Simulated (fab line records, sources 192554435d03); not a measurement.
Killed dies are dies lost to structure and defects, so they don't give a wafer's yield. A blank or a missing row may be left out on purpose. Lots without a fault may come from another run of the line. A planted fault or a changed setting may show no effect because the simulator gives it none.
Chamber matching | flow n5_finfet | N5_BEOL_M10_CURE_72 on uv_cure-02: 3 sister chambers
The step cures SiCOH lowk, time 120 s. 3 wafers are shown with their chamber, then 9 later ones without.

WAFERS WITH THEIR CHAMBER
wafer  | chamber | wafer_temp_C_max
L075.6 | 0       | 371.1
L091.6 | 1       | 372.0
L093.5 | 2       | 370.9

WAFERS WITHOUT THEIR CHAMBER
wafer  | wafer_temp_C_max
L092.2 | 371.2
L092.3 | 370.9
L092.6 | 370.5
L095.1 | 371.0
L095.4 | 371.1
L095.5 | 371.1
L096.1 | 371.2
L096.2 | 371.4
L096.5 | 371.3

WHICH CHAMBER EACH WENT THROUGH
wafer  | from the rows above          | in truth
L092.2 | can't be placed: 0 or 2      | 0
L092.3 | can't be placed: 2 or 0      | 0
L092.6 | can't be placed: 2 or 0      | 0
L095.1 | can't be placed: 0 or 2      | 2
L095.4 | can't be placed: 0 or 2      | 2
L095.5 | can't be placed: 0 or 2      | 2
L096.1 | can't be placed: 0 or 2      | 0
L096.2 | can't be placed: 0 or 2 or 1 | 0
L096.5 | can't be placed: 0 or 2      | 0
Placed correctly: 0 of 9. Can't be placed from these rows: 9 (the true chamber is among the candidates in 9). Placed wrongly: 0.
How it was worked out, from the rows above alone: a wafer's distance from a chamber is the root of the sum, over the readings, of the square of ((its reading less the chamber's mean) divided by the reading's scatter). The wafer belongs to the nearest chamber; if the next one is less than 2 further off, it can't be placed. A chamber's mean is the mean of its shown wafers. The scatter: with one shown wafer a chamber, the root of the mean of the squares of how far each hidden wafer lies from its nearest shown one.
